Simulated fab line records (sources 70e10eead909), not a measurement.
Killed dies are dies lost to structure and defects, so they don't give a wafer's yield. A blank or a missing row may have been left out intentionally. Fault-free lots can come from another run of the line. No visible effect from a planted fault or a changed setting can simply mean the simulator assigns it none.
fab line records    flow nandHarc
[record] lots = 4  wafers = 8  lastDay = 26
route steps=1159 shown A_CHANNEL_HOLE_D1@450 END@1158
lots that met no fault: from a run of the same line without faults
startH: hours from the record's opening day to when the first of the lot's shown wafers began    waitH: how many hours have passed since the lot's step before this one    " as in the row above    L1.1+2: one row covering several wafers at once    - no value, or no start was given    * or withheld: withheld    < > ~ a bound
route shown NAME@n: names a module that has steps shown in the file, with the first one's number in the route    usual: mean/standard deviation taken from wafers without a fault    same: alike in all rows    chamber/n: place in a boat    sites: each site's reading    _std_site: the standard deviation of these    _edge_site: inner sites' mean taken away from outer sites' mean    radiusMm: for every site, how far away it sits from the centre of the wafer    mask NAME#n: copy n    behind: the last tool/chamber to shape the wafer    hold: why the lot was held/for how many hours/how that ended    device: whichever transistor did not switch (one of n, p or np)    end of line: the tests these same wafers got at the end of their route    a step given without rows: its recipe and nothing more    killed: the dies lost at the first sort to structure and to defects; this is not the yield of the wafer    map: per-die view of a wafer (x killed, . not killed, _ where there is no die)
set.NAME: setting as actually run; set.NAME@STEP: the setting as run at that earlier step    model.NAME: the simulator's own value behind a step, which no gauge read
lots at some steps of the route; a table a step, a row a wafer
services: a tool's chamber out of use, with start hour (startH, from the record's first day; less than 0 if before it), hours out, and reason
[[steps]]
[step NHARC_A_CHANNEL_HOLE_D1_DEP_00]
[recipe] targetThkA = 31000  tempC = 400  material = aC
[step NHARC_A_CHANNEL_HOLE_D1_DEP_01]
[recipe] targetThkA = 1400  targetThkNm = 140  tempC = 400  pressureTorr = 3.5  flowSccm = 200  rfW = 350  material = SiON
[step NHARC_A_CHANNEL_HOLE_D1_DEHYDRATE_02]
[recipe] tempC = 150  timeS = 120
[step NHARC_A_CHANNEL_HOLE_D1_HMDS_03]
[recipe] timeS = 30
[step NHARC_A_CHANNEL_HOLE_D1_COAT_36]
[recipe] tempC = 260  timeS = 75
[step NHARC_A_CHANNEL_HOLE_D1_COAT_37]
[recipe] tempC = 225  timeS = 65
[step NHARC_A_CHANNEL_HOLE_D1_COAT_04]
[recipe] spinRpm = 1500  resistThkNm = 90
[step NHARC_A_CHANNEL_HOLE_D1_SOFTBAKE_05]
[recipe] tempC = 105  timeS = 55
[step NHARC_A_CHANNEL_HOLE_D1_EBR_06]
[step NHARC_A_CHANNEL_HOLE_D1_EXPOSE_07]
[recipe] na = 1.35  targetCdNm = 100  sigmaOuter = 0.3  doseMj = 59.65  maskId = HOLE_D1
[step NHARC_A_CHANNEL_HOLE_D1_PEB_08]
[recipe] pebTempC = 100  pebTimeS = 65
[usual] chillPlateTempC = 23.01/0.093  heaterPowerTotalW = 156.6/0.43
lot.wafer  tool           chamber  startH  waitH  chillPlateTempC  heaterPowerTotalW
L382.1     lithoTrack-06  0        203.57  0.1    23.05            156.1
L382.5     "              0        "       "      23.03            156.7
L382.6     "              0        "       "      22.95            156.5
L391.4     lithoTrack-06  0        263.90  0.0    23.08            156.0
L392.6     lithoTrack-06  0        265.55  0.0    23.22            156.1
L399.1     lithoTrack-04  0        305.26  0.1    22.97            156.1
L399.2     "              0        "       "      23.00            156.8
L399.4     "              0        "       "      22.91            157.1
[step NHARC_A_CHANNEL_HOLE_D1_DEVELOP_09]
[recipe] developTimeS = 35  devTempC = 23
[step NHARC_A_CHANNEL_HOLE_D1_CD_MEAS_10]
[recipe] targetCdNm = 100  landingEnergyEv = 500
[usual] cdNm = 99.8/0.61
lot.wafer  tool      chamber  startH  waitH  hold                     cdNm
L382.1     cdSem-02  0        203.65  -      -                        99.7
L382.5     "         0        "       "      -                        100.6
L382.6     "         0        "       "      -                        99.2
L391.4     cdSem-01  0        263.99  -      awaitDispo/0.2h/release  116.9
L391.4     cdSem-01  0        -       -      -                        117.0
L392.6     cdSem-01  0        265.64  -      awaitDispo/0.2h/release  115.9
L392.6     cdSem-01  0        -       -      -                        115.3
L399.1     cdSem-01  0        305.34  -      -                        99.4
L399.2     "         0        "       "      -                        100.0
L399.4     "         0        "       "      -                        99.9
[step NHARC_A_CHANNEL_HOLE_D1_OVL_MEAS_11]
[usual] overlayXNm = -0.1/0.86  overlayYNm = 0.0/0.74
lot.wafer  tool        chamber  startH  waitH  hold                     overlayXNm  overlayYNm
L382.1     overlay-01  -        203.74  -      -                        -1.2        0.2
L382.5     "           -        "       "      -                        -1.4        0.1
L382.6     "           -        "       "      -                        -1.4        -0.1
L392.6     overlay-02  -        267.31  -      awaitDispo/1.4h/release  -0.2        0.6
L391.4     overlay-01  -        271.56  -      awaitDispo/7.3h/release  0.5         -0.1
L399.1     overlay-02  -        305.43  -      -                        -1.0        0.7
L399.2     "           -        "       "      -                        -0.8        0.4
L399.4     "           -        "       "      -                        -1.0        0.2
[step NHARC_A_CHANNEL_HOLE_D1_DESCUM_15]
[recipe] timeS = 3  o2FlowSccm = 200  arFlowSccm = 0  biasPowerW = 0  chemistry = O2
[usual] drypumpMotorCurrentA = 5.9/0.5  oesProductAu = 0.995/0.013  rfVppV = 58.0/0.83  showerheadPlenumPTorr = 1.96/0.08  throttleValvePct = 11.311/0.0091
lot.wafer  tool        chamber  startH  waitH  drypumpMotorCurrentA  oesProductAu  rfHoursCounterH  rfVppV  showerheadPlenumPTorr  throttleValvePct  model.A_CHANNEL_HOLE_D1.cdNm
L382.1     rieDiel-06  2        203.86  0.1    5.6                   0.990         9                58.1    1.92                   11.315            100.9
L382.5     "           3        "       "      6.0                   0.986         -                57.1    1.78                   11.316            101.9
L382.6     "           0        "       "      6.4                   0.994         -                56.9    1.95                   11.306            99.45
L392.6     rieDiel-09  0        267.44  0.1    5.3                   0.977         -                57.6    2.00                   11.318            115.5
L391.4     rieDiel-09  3        271.67  0.1    5.5                   0.997         0                58.7    2.02                   11.312            116.6
L399.1     rieDiel-05  0        305.53  0.1    5.6                   1.000         7                57.3    1.81                   11.314            99.38
L399.2     "           2        "       "      6.3                   1.008         8                57.8    1.98                   11.321            100.3
L399.4     "           2        "       "      6.3                   0.993         -                59.2    1.98                   11.303            100.1
[step NHARC_A_CHANNEL_HOLE_D1_ETCH_38]
[recipe] targetDepthA = 390  overEtchFrac = 0.3  timeS = 65  ionEnergyEv = 80  cf4FlowSccm = 150  arFlowSccm = 0  rfW = 300  biasW = 100  chemistry = CF4
[step NHARC_A_CHANNEL_HOLE_D1_ETCH_39]
[recipe] targetDepthA = 2600  overEtchFrac = 0.3  timeS = 325  ionEnergyEv = 200  n2FlowSccm = 150  h2FlowSccm = 150  arFlowSccm = 0  rfW = 400  biasW = 150  chemistry = N2/H2
[step NHARC_A_CHANNEL_HOLE_D1_ETCH_34]
[recipe] targetDepthA = 1540  timeS = 77  cf4FlowSccm = 100  chf3FlowSccm = 30  arFlowSccm = 0  rfW = 500  biasW = 200  chemistry = CF4/CHF3
[step NHARC_A_CHANNEL_HOLE_D1_ETCH_16]
[recipe] targetDepthA = 31000  overEtchFrac = 0.3  timeS = 806  ionEnergyEv = 150  o2FlowSccm = 400  cosFlowSccm = 20  arFlowSccm = 0  rfW = 500  biasW = 300  chemistry = O2/COS
[step NHARC_A_CHANNEL_HOLE_D1_CD_MEAS_18]
[usual] cdNm = 99/3.1
lot.wafer  tool      chamber  startH  waitH  hold                     cdNm
L382.1     cdSem-01  -        204.95  -      -                        101
L382.5     "         -        "       "      -                        93
L382.6     "         -        "       "      -                        99
L392.6     cdSem-03  -        268.53  -      awaitDispo/0.2h/release  115
L392.6     cdSem-03  -        268.71  0.2    -                        115
L391.4     cdSem-01  -        272.77  -      awaitDispo/0.2h/release  113
L391.4     cdSem-01  -        272.96  0.2    -                        113
L399.1     cdSem-01  -        306.85  -      -                        99
L399.2     "         -        "       "      -                        93
L399.4     "         -        "       "      -                        95
[step NHARC_A_CHANNEL_HOLE_D1_ETCH_20]
[recipe] biasV = 3000  sourceW = withheld  pressureMtorr = 20  timeS = 361.9  arFlowSccm = 375  c4f8FlowSccm = 89.3  o2FlowSccm = 35.7  tempC = -20  targetDepthA = 16000  chemistry = C4F8/O2/Ar
[step NHARC_A_CHANNEL_HOLE_D1_ETCH_21]
[recipe] biasV = 3000  sourceW = withheld  pressureMtorr = 20  timeS = 514.3  arFlowSccm = 375  c4f8FlowSccm = 89.3  o2FlowSccm = 35.7  tempC = -20  targetDepthA = 16000  chemistry = C4F8/O2/Ar
[step NHARC_A_CHANNEL_HOLE_D1_ETCH_22]
[recipe] biasV = 3000  sourceW = withheld  pressureMtorr = 20  timeS = 666.7  arFlowSccm = 375  c4f8FlowSccm = 89.3  o2FlowSccm = 35.7  tempC = -20  targetDepthA = 16000  chemistry = C4F8/O2/Ar
[step NHARC_A_CHANNEL_HOLE_D1_ETCH_23]
[recipe] biasV = 5000  sourceW = withheld  pressureMtorr = 20  timeS = 819  arFlowSccm = 375  c4f8FlowSccm = 89.3  o2FlowSccm = 35.7  tempC = -20  targetDepthA = 16000  chemistry = C4F8/O2/Ar
[step NHARC_A_CHANNEL_HOLE_D1_ETCH_24]
[recipe] biasV = 5000  sourceW = withheld  pressureMtorr = 20  timeS = 906.2  arFlowSccm = 375  c4f8FlowSccm = 93.8  o2FlowSccm = 31.2  tempC = -20  targetDepthA = 15000  chemistry = C4F8/O2/Ar
[step NHARC_A_CHANNEL_HOLE_D1_ETCH_25]
[recipe] biasV = 5000  sourceW = withheld  pressureMtorr = 20  timeS = 1040.2  arFlowSccm = 375  c4f8FlowSccm = 93.8  o2FlowSccm = 31.2  tempC = -20  targetDepthA = 15000  chemistry = C4F8/O2/Ar
[step NHARC_A_CHANNEL_HOLE_D1_ETCH_26]
[recipe] biasV = 300  sourceW = 2000  pressureMtorr = 30  timeS = 224.1  arFlowSccm = 375  c4f8FlowSccm = 11.4  o2FlowSccm = 113.6  tempC = -20  targetDepthA = 3000  chemistry = C4F8/O2/Ar
[step NHARC_A_CHANNEL_HOLE_D1_ETCH_33]
[recipe] biasV = 400  sourceW = 2000  pressureMtorr = 25  timeS = 90  arFlowSccm = 375  c4f8FlowSccm = 41.7  o2FlowSccm = 83.3  tempC = -20  targetDepthA = 4000  chemistry = C4F8/O2/Ar
[step NHARC_A_CHANNEL_HOLE_D1_STRIP_41]
[recipe] n2FlowSccm = 150  h2FlowSccm = 150  arFlowSccm = 0  biasW = 0  chemistry = N2/H2
[step NHARC_A_CHANNEL_HOLE_D1_STRIP_42]
[recipe] cf4FlowSccm = 100  chf3FlowSccm = 30  arFlowSccm = 0  biasW = 0  chemistry = CF4/CHF3
[step NHARC_A_CHANNEL_HOLE_D1_STRIP_43]
[recipe] o2FlowSccm = 400  cosFlowSccm = 20  arFlowSccm = 0  biasW = 0  chemistry = O2/COS
[step NHARC_A_CHANNEL_HOLE_D1_ETCH_44]
[recipe] targetDepthA = 1400  overetchA = 140  timeS = 77  ionEnergyEv = 100  cf4FlowSccm = 80  o2FlowSccm = 20  arFlowSccm = 0  rfW = 300  biasW = 100  chemistry = CF4/O2
[usual] drypumpMotorCurrentA = 5.9/0.49  oesProductAu = 0.998/0.012  rfVppV = 198.2/1.5  showerheadPlenumPTorr = 1.35/0.061  throttleValvePct = 13.397/0.0093
lot.wafer  tool        chamber  startH  waitH  drypumpMotorCurrentA  oesProductAu  rfHoursCounterH  rfVppV  showerheadPlenumPTorr  throttleValvePct  model.A_CHANNEL_HOLE_D1.cdNm
L382.1     rieDiel-09  1        210.09  0.1    6.6                   0.984         8                198.2   1.38                   13.401            90.88
L382.6     "           0        "       "      5.3                   0.981         -                199.5   1.39                   13.404            90.86
L382.5     "           1        "       "      6.5                   0.983         -                198.4   1.38                   13.398            93
L392.6     rieDiel-06  0        276.52  0.1    6.4                   1.000         -                199.4   1.36                   13.374            107.6
L391.4     rieDiel-05  3        282.47  0.1    5.0                   1.008         -                199.2   1.39                   13.394            107
L399.1     rieDiel-09  2        312.11  0.5    6.2                   0.983         4                200.4   1.41                   13.389            90.25
L399.2     "           3        "       "      5.5                   0.992         3                198.8   1.41                   13.395            92.07
L399.4     "           1        "       "      6.5                   1.003         3                199.1   1.38                   13.384            91.58
[step NHARC_A_CHANNEL_HOLE_D1_STRIP_27]
[recipe] o2FlowSccm = 500  arFlowSccm = 0  biasW = 0  chemistry = O2
[step NHARC_A_CHANNEL_HOLE_D1_PRECLEAN_28]
[recipe] timeS = *  tempC = 50  bathAgeMin = 0  chemistry = SC1
[step NHARC_A_CHANNEL_HOLE_D1_SRD_29]
[step NHARC_A_CHANNEL_HOLE_D1_CD_MEAS_30]
[usual] cdNm = 90.5/1.5
lot.wafer  tool      chamber  startH  waitH  hold                     cdNm
L382.1     cdSem-01  -        211.23  -      -                        91.0
L382.5     "         -        "       "      -                        92.7
L382.6     "         -        "       "      -                        91.1
L392.6     cdSem-03  -        277.32  -      awaitDispo/0.2h/release  107.4
L392.6     cdSem-03  -        277.51  0.2    -                        107.4
L391.4     cdSem-01  -        283.35  -      awaitDispo/0.2h/release  107.8
L391.4     cdSem-01  -        283.54  0.2    -                        108.0
L399.1     cdSem-01  -        312.91  -      -                        89.7
L399.2     "         -        "       "      -                        92.4
L399.4     "         -        "       "      -                        91.7
[step NHARC_A_CHANNEL_HOLE_D1_XSEM_31]
[recipe] landingEnergyEv = 35000
[usual] botCdNm = 75.0/1.5  bowNm = 8.69/0.25  tiltDeg = 0.09/0.05
lot.wafer  tool     chamber  startH  waitH  hold                     botCdNm  bowNm  tiltDeg
L382.1     xsem-01  0        211.32  0.1    -                        74.9     8.84   0.10
L382.5     "        0        "       "      -                        77.8     8.77   0.10
L382.6     "        0        "       "      -                        75.1     8.79   0.10
L391.4     xsem-02  0        284.98  1.4    awaitDispo/1.3h/release  92.7     8.71   0.04
L392.6     xsem-01  0        286.27  8.8    awaitDispo/8.7h/release  91.4     8.57   0.11
L399.1     xsem-01  0        313.00  0.1    -                        73.6     8.74   0.02
L399.2     "        0        "       "      -                        75.4     8.79   0.02
L399.4     "        0        "       "      -                        75.1     8.79   0.02
[step NHARC_END_WLT_00]
[usual] VT_DECK1_BOTTOM = 0.872/0.0069  VT_DECK1_BOTTOM_INNER = 0.872/0.0075  VT_DECK1_MEDIAN_NEAR_BOTTOM = 0.873/0.0078  VT_DECK1_MEDIAN_NEAR_BOTTOM_INNER = 0.873/0.007  VT_DECK1_MIDDLE = 0.884/0.0068  VT_DECK1_MIDDLE_INNER = 0.884/0.0071  VT_DECK1_TOP = 0.896/0.007  VT_DECK1_TOP_INNER = 0.895/0.0075
lot.wafer  tool       chamber  startH  waitH  VT_DECK1_BOTTOM  VT_DECK1_BOTTOM_INNER  VT_DECK1_MEDIAN_NEAR_BOTTOM  VT_DECK1_MEDIAN_NEAR_BOTTOM_INNER  VT_DECK1_MIDDLE  VT_DECK1_MIDDLE_INNER  VT_DECK1_TOP  VT_DECK1_TOP_INNER
L382.1     prober-02  -        552.72  7.9    0.878            0.871                  0.871                        0.867                              0.879            0.883                  0.902         0.912
L382.5     "          -        554.73  9.9    0.874            0.875                  0.874                        0.881                              0.887            0.884                  0.893         0.902
L382.6     "          -        "       "      0.878            0.873                  0.874                        0.875                              0.888            0.887                  0.899         0.891
L392.6     prober-02  -        594.19  10.3   0.931            0.933                  0.926                        0.924                              0.928            0.933                  0.953         0.952
L399.1     prober-02  -        615.13  36.2   0.879            0.874                  0.879                        0.864                              0.880            0.883                  0.894         0.887
L399.2     "          -        "       "      0.877            0.872                  0.886                        0.882                              0.887            0.901                  0.890         0.904
L399.4     "          -        616.63  37.7   0.877            0.883                  0.880                        0.875                              0.883            0.878                  0.895         0.902
L391.4     prober-01  -        623.00  1.5    0.916            0.913                  0.914                        0.910                              0.917            0.909                  0.924         0.913
[step NHARC_END_SORT_01]
[recipe] tempC = 25
[usual] killedAtArray = 27/12  killedAtOther = 0.9/1.1  killedAtPeriphery = 3.2/2.4  killedDies = 31/12  killedOpen = 3.3/1.7  killedShort = 2.0/1.6
[same] grossDies = 677
lot.wafer  tool       chamber  startH  waitH  killedAtArray  killedAtOther  killedAtPeriphery  killedDies  killedOpen  killedShort
L392.6     prober-02  0        598.70  4.0    90             0              0                  90          3           6
L391.4     prober-01  0        626.86  3.4    71             1              0                  72          2           1
// killed by level:class
L392.6 A_CHANNEL_HOLE_D1:areaPeb=57 A_CHANNEL_HOLE_D1:chamberFilmFlake=18 A_STAIRCASE:chamberFilmFlake=5 A_ONON_D1:geometricParticle:short=2 A_STAIRCASE:geometricParticle:short=1 A_SGD_CUT:geometricParticle:short=1 A_SGD_CUT:geometricParticle:open=1 A_WL_FILL:geometricParticle:short=1
L391.4 A_CHANNEL_HOLE_D1:areaPeb=48 A_SLIT:chamberFilmFlake=9 A_CHANNEL_HOLE_D1:chamberFilmFlake=6 A_STAIRCASE:chamberFilmFlake=2 A_ONON_D1:geometricParticle:open=1 A_CHANNEL_FILL_D1:geometricParticle:short=1 A_M0:geometricParticle:open=1 A_CONTACT:chamberFilmFlake=1
// map L391.4 (x killed, . not)
____________.____________
_________......._________
_______..........._______
______.............______
_____..............._____
____.......x.........____
____....xx...........____
___.......x...........___
___...................___
__..........x..........__
__.....xx.......x......__
_.....x.....xx.........._
_......................._
_.............x........._
_..........x..xx........_
_x.....xx.....x...xx...._
............xxx...x......
.........x...x.x.........
......x.xx....x...x......
......xx.....x..x........
.........xxxx............
_.......x.xxx..........._
_...x.x.x.........x....._
_..x...........xx......._
_......x.x.x.xx........._
_.....xxx.x....x........_
__.x...x...............__
__....xxx......x.......__
___..x.x..............___
___....x..............___
____...x.............____
____.................____
_____..............._____
______.............______
_______..........._______
_________......._________
____________.____________
// map L392.6 (x killed, . not)
____________.____________
_________x.....x_________
_______..x..x....._______
______..x.xx.......______
_____.....xx.....x.._____
____....xx.xx........____
____....x.xx...x...x.____
___......x.x.x........___
___........x..........___
__........xxx..........__
__.........x....x......__
_.........x..x.xx......._
_....x........x........._
_x..............x......._
_.....x..x..x....x......_
_...............x.x....._
....x..x.x.x.x...x.......
........x.....xxx........
......xxxxxx.x.......x...
....x.......x..x..xx.....
........x.x..x...x.x.....
_......xx..x..x........._
_.......x...x..........._
_........x..x......x...._
_...................x..._
_......x......x........._
__........x.xxx........__
__.x...x...............__
___x..................___
___.............x.....___
____.................____
____.................____
_____..............._____
______.............______
_______..........._______
_________......._________
____________.____________
[[services]]
tool           chamber  startH  hours  kind
rieDiel-05     3        180.60  3.5    repair
rieDiel-09     0        184.12  -      clean
rieDiel-09     1        184.12  -      clean
rieDiel-09     2        184.12  -      clean
rieDiel-09     3        184.12  -      clean
rieDiel-09     2        203.33  9.9    repair
rieDiel-09     3        205.37  12.2   repair
rieDiel-09     0        208.62  -      clean
rieDiel-09     1        208.62  -      clean
rieDiel-09     0        233.12  -      clean
rieDiel-09     1        233.12  -      clean
rieDiel-09     2        233.12  -      clean
rieDiel-09     3        233.12  -      clean
rieDiel-06     -        239.30  0.7    repair
rieDiel-06     -        241.20  9.0    pm
rieDiel-05     0        246.01  4.7    repair
rieDiel-09     -        254.10  9.0    pm
rieDiel-09     0        254.10  9.0    ventCycle
rieDiel-09     1        254.10  9.0    ventCycle
rieDiel-09     2        254.10  9.0    ventCycle
rieDiel-05     1        262.10  17.3   repair
lithoTrack-06  -        292.00  7.0    pm
rieDiel-05     1        298.42  10.8   repair
xsem-02        -        302.00  14.0   pm
[[key]]
[firstSign] step = NHARC_A_CHANNEL_HOLE_D1_CD_MEAS_10  reading = visit  direction = added
[effect] step = NHARC_A_CHANNEL_HOLE_D1_CD_MEAS_10  reading = cdNm  direction = up  sigmas = 27  usual = 99.8  struck = 116.4
[effect] step = NHARC_A_CHANNEL_HOLE_D1_CD_MEAS_18  reading = visit  direction = added
[effect] step = NHARC_A_CHANNEL_HOLE_D1_CD_MEAS_30  reading = cdNm  direction = up  sigmas = 12  usual = 90.5  struck = 107.6
[effect] step = NHARC_A_CHANNEL_HOLE_D1_XSEM_31  reading = botCdNm  direction = up  sigmas = 11  usual = 75.0  struck = 92.0
[effect] step = NHARC_END_WLT_00  reading = VT_DECK1_BOTTOM  direction = up  sigmas = 7.4  usual = 0.872  struck = 0.924
[effect] step = NHARC_END_SORT_01  reading = killedAtArray  direction = up  sigmas = 4.6  usual = 27  struck = 80
[modelEffect] step = NHARC_A_CHANNEL_HOLE_D1_DESCUM_15  value = A_CHANNEL_HOLE_D1.cdNm  without = 98.85  struck = 116
[modelEffect] step = NHARC_A_CHANNEL_HOLE_D1_ETCH_44  value = A_CHANNEL_HOLE_D1.cdNm  without = 90.08  struck = 107.3
[moreKillsBornAt] NHARC_A_CHANNEL_HOLE_D1_PEB_08@lithoTrack-06 = 105
metAt NHARC_A_CHANNEL_HOLE_D1_PEB_08
struckWafers L391.4,L392.6
testerLeftOut L391,L392
onsetBetween 203.57 263.90
[fault] kind = processParameterDrift  tool = lithoTrack-06  chamber = -  onsetH = 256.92  steps = NHARC_A_CHANNEL_HOLE_D1_PEB_08  channel = pebTimeS  offset = *  shape = step  endH = 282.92  scope = struckWafersOnly  actsIn = *  stated = *
// testerLeftOut: of these lots the tester's yield and bins aren't shown, on N5 and GAA mostly nor the transistor test; their killed dies are dies lost to structure and defects alone, not to doping, threshold or leakage, so they don't give the yield
